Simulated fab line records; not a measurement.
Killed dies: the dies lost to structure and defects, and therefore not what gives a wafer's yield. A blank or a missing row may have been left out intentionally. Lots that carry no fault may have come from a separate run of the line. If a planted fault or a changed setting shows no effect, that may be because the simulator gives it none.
Chamber matching + flow nandHarc + NHARC_P_CONTACT_ALD_22 on aldMetal-02: 4 sister chambers
The step deposits TiN, target thk 3 nm, pulse time 1 s, ald cycles 150. 8 wafers are shown with their chamber, then 10 later ones without.

WAFERS, EACH WITH ITS CHAMBER
| wafer  | chamber | heaterPowerW (W) | precursorPulseHeightRel |
|--------|---------|------------------|-------------------------|
| L084.2 | 0       | 1025             | 1.003                   |
| L084.4 | 1       | 1148             | 0.982                   |
| L084.6 | 3       | 1075             | 0.995                   |
| L085.2 | 3       | 1079             | 1.039                   |
| L085.5 | 2       | 1120             | 0.965                   |
| L085.6 | 1       | 1171             | 1.031                   |
| L089.1 | 0       | 1087             | 0.986                   |
| L089.3 | 2       | 1099             | 0.980                   |

WAFERS MISSING THEIR CHAMBER
| wafer  | heaterPowerW (W) | precursorPulseHeightRel |
|--------|------------------|-------------------------|
| L089.5 | 1066             | 1.011                   |
| L091.1 | 1060             | 0.998                   |
| L091.2 | 1070             | 0.990                   |
| L091.4 | 1106             | 0.972                   |
| L094.1 | 1099             | 0.996                   |
| L094.2 | 1050             | 1.003                   |
| L094.3 | 1054             | 0.988                   |
| L097.2 | 1076             | 1.024                   |
| L097.3 | 1094             | 1.006                   |
| L097.5 | 1095             | 1.026                   |

CHAMBER TAKEN BY EACH
| wafer  | from the rows above               | in truth |
|--------|-----------------------------------|----------|
| L089.5 | can't be placed: 3 or 0 or 2      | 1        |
| L091.1 | can't be placed: 0 or 3           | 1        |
| L091.2 | can't be placed: 0 or 3 or 2      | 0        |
| L091.4 | 2                                 | 2        |
| L094.1 | can't be placed: 2 or 3 or 0 or 1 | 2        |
| L094.2 | can't be placed: 0 or 3           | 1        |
| L094.3 | can't be placed: 0 or 3           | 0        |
| L097.2 | can't be placed: 3 or 0           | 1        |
| L097.3 | can't be placed: 3 or 2 or 0 or 1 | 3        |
| L097.5 | can't be placed: 3 or 0 or 2 or 1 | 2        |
Correctly placed: 1 of 10. These rows do not allow placing 9 (true chamber among the candidates in 5). Wrongly placed: 0.
How it was worked out, from the rows above alone: a wafer's distance from a chamber is the root of the sum, over the readings, of the square of ((its reading less the chamber's mean) divided by the reading's scatter). If the next closest chamber is less than 2 further off than the closest, the wafer can't be placed; otherwise it belongs to the closest. For every chamber, the mean is computed from those of its wafers that are shown. How the scatter is found: for the shown wafers, subtract from each reading the mean of its chamber, square and add these, divide the total by (wafers less chambers), then take the root.
